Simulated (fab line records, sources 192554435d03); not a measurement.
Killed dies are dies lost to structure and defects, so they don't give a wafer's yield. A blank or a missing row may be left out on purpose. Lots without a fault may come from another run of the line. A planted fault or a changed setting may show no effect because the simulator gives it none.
Chamber matching | flow n5_finfet | N5_BEOL_M8_STRIP_67 on rie_diel-02: 4 sister chambers
The step strips in CF4. 4 wafers are shown with their chamber, then 9 later ones without.

WAFERS WITH THEIR CHAMBER
wafer  | chamber | showerhead_plenum_p_Torr (Torr)
L085.2 | 2       | 1.70
L088.1 | 1       | 1.75
L088.2 | 0       | 1.78
L088.3 | 3       | 1.79

WAFERS WITHOUT THEIR CHAMBER
wafer  | showerhead_plenum_p_Torr (Torr)
L086.1 | 1.79
L086.3 | 1.75
L086.4 | 1.70
L087.3 | 1.78
L087.5 | 1.70
L087.6 | 1.75
L096.1 | 1.77
L096.3 | 1.75
L096.5 | 1.74

WHICH CHAMBER EACH WENT THROUGH
wafer  | from the rows above | in truth
L086.1 | 3                   | 3
L086.3 | 1                   | 1
L086.4 | 2                   | 2
L087.3 | 0                   | 0
L087.5 | 2                   | 2
L087.6 | 1                   | 1
L096.1 | 0                   | 0
L096.3 | 1                   | 1
L096.5 | 1                   | 1
Placed correctly: 9 of 9. Can't be placed from these rows: 0. Placed wrongly: 0.
How it was worked out, from the rows above alone: a wafer's distance from a chamber is the root of the sum, over the readings, of the square of ((its reading less the chamber's mean) divided by the reading's scatter). The wafer belongs to the nearest chamber; if the next one is less than 2 further off, it can't be placed. A chamber's mean is the mean of its shown wafers. The scatter: with one shown wafer a chamber, the root of the mean of the squares of how far each hidden wafer lies from its nearest shown one.
